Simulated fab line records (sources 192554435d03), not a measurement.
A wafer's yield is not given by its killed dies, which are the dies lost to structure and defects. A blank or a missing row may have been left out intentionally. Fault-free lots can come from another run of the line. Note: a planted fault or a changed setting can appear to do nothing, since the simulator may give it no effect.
The same fault as seen by 2 desks	flow n5-finfet	each desk has only its own numbers; what lay behind them comes last

== FROM THE METROLOGY DESK ==
What the gauges read, lot by lot, whatever tool the lot ran on: means of the sampled wafers that have a number. Marked OUT: a lot whose mean sits more than 4 standard deviations from the usual mean, which makes it out of limits; the brackets give that distance. Of its 12 readings 7 are shown: those that lie furthest out on some lot.
Columns: A = cd-nm at N5_BEOL_M3_CD_MEAS_28, usual 25.74 nm; B = trench-depth-nm at N5_BEOL_M3_OCD_MEAS_38, usual 55.4 nm; C = DIBL_N at N5_BEOL_M4_RC_MEAS_101, usual 36.4 mV/V; D = DIBL_P at N5_BEOL_M4_RC_MEAS_101, usual 36.1 mV/V; E = IOFF_N at N5_BEOL_M4_RC_MEAS_101, usual 0.16 nA/um; F = IOFF_P at N5_BEOL_M4_RC_MEAS_101, usual 0.20 nA/um; G = ION_P at N5_BEOL_M4_RC_MEAS_101, usual 459 uA/um
lot	first seen here	A	B	C	D	E	F	G
L830	day 7 09:35	25.92	55.2	35.4	35.8	0.15	0.18	455
L829	day 7 15:03	25.57	55.6	40.6	41.9	0.22	0.26	457
L833	day 8 09:01	26.17	56.0	36.6	36.4	0.16	0.19	455
L836	day 9 01:04	26.01	56.3	35.8	34.3	0.14	0.20	460
L840	day 10 01:52	25.66	56.0	37.5	36.2	0.18	0.22	458
L844	day 11 01:35	25.46	53.3	36.7	35.3	0.16	0.20	454
L846	day 12 10:49	25.70	53.8	35.8	36.7	0.14	0.23	466
L850	day 12 22:58	25.93	53.5	36.5	36.1	0.16	0.18	451
L851	day 13 01:53	25.69	55.4	37.2	37.4	0.18	0.23	472
This desk's verdict: no lot among the 9 shows anything out of limits.

== AT THE TOOL OWNER'S DESK: rie-diel-06 ==
The tool's own readings at N5_BEOL_M3_TRENCH_ETCH_37 (etches SiOC in C4F6/O2, target depth 55.555 nm, time 29.2 s): means of the sampled wafers that have a number, for each lot that ran on this tool. Marked OUT: a lot whose mean sits more than 4 standard deviations from the usual mean, which makes it out of limits; the brackets give that distance.
Columns: A = drypump-motor-current-A at N5_BEOL_M3_TRENCH_ETCH_37, usual 5.9 A; B = oes_ar_750_au at N5_BEOL_M3_TRENCH_ETCH_37, usual 0.76 a.u.; C = oes-product-au at N5_BEOL_M3_TRENCH_ETCH_37, usual 0.76 a.u.; D = rf-vpp-V at N5_BEOL_M3_TRENCH_ETCH_37, usual 662 V; E = showerhead-plenum-p-Torr at N5_BEOL_M3_TRENCH_ETCH_37, usual 2.84 Torr; F = throttle-valve-pct at N5_BEOL_M3_TRENCH_ETCH_37, usual 20.97 %
lot	first seen here	A	B	C	D	E	F
L833	day 8 10:43	6.0	0.75	0.74	647	2.73	20.88
L836	day 9 01:42	6.3	0.80	0.80	648	2.80	20.69
L840	day 10 03:01	6.3	0.79	0.79	649	2.80	20.70
L844	day 11 22:49	6.3	0.78	0.78	647	2.79	20.72
L846	day 12 11:28	6.1	0.81	0.81	647	2.72	20.82
This desk's verdict: no lot among the 5 shows anything out of limits.

== TAKEN TOGETHER ==
The metrology desk saw nothing out of limits.
The tool owner's desk saw nothing out of limits.

== WHAT THE SIMULATOR HAD INSERTED ==
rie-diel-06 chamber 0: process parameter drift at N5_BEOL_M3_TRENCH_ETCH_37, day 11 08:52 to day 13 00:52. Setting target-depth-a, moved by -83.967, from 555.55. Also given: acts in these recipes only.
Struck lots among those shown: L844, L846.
